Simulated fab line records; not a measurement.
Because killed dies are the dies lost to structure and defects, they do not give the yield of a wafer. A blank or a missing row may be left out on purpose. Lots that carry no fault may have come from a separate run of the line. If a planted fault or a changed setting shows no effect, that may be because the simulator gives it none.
The tool behind it: which one? -- flow nand_harc -- route of 1159 steps, sampled at 1 step: 7 lots, 21 wafers

== WHAT EACH GAUGE READ, for each wafer ==
NHARC_P_M1_INSPECT_27.
lot,measured,on,raw_defect_count
L739,day 6 04:02,defect_inspect-01,600 554 329
L743,day 7 06:18,defect_inspect-01,168 275 486
L744,day 7 20:07,defect_inspect-02,275 281 301
L748,day 8 05:21,defect_inspect-01,320 372 313
L751,day 9 10:23,defect_inspect-02,270 222 168
L757,day 10 18:16,defect_inspect-01,227 249 314
L760,day 11 08:45,defect_inspect-01,158 166 127

== TOOL THAT RAN EACH LOT (tool first, then ch and the chambers of the sampled wafers, then the start) ==
Before these readings, the record contains no process step.

== THE ANSWER, worked out from the rows above alone ==
Rule: the usual values come from the lots themselves. Put in order of their means at a reading, lots are off if they are a third of the lots or fewer, leave a main group of 4 or more, and stand apart from it by a gap of 3 or more times the standard deviation of the main group's means; of several such gaps the widest counts. A main group whose means are all the same, to the digits that the tables above print for the reading, isn't used. Also off: a lot with no number at a reading for which 4 or more lots have one. Any other lot the step has rows for is counted as sound.
None of the lots is off at any reading shown; this tells nothing.

== WHAT WAS PUT IN BY THE SIMULATOR ==
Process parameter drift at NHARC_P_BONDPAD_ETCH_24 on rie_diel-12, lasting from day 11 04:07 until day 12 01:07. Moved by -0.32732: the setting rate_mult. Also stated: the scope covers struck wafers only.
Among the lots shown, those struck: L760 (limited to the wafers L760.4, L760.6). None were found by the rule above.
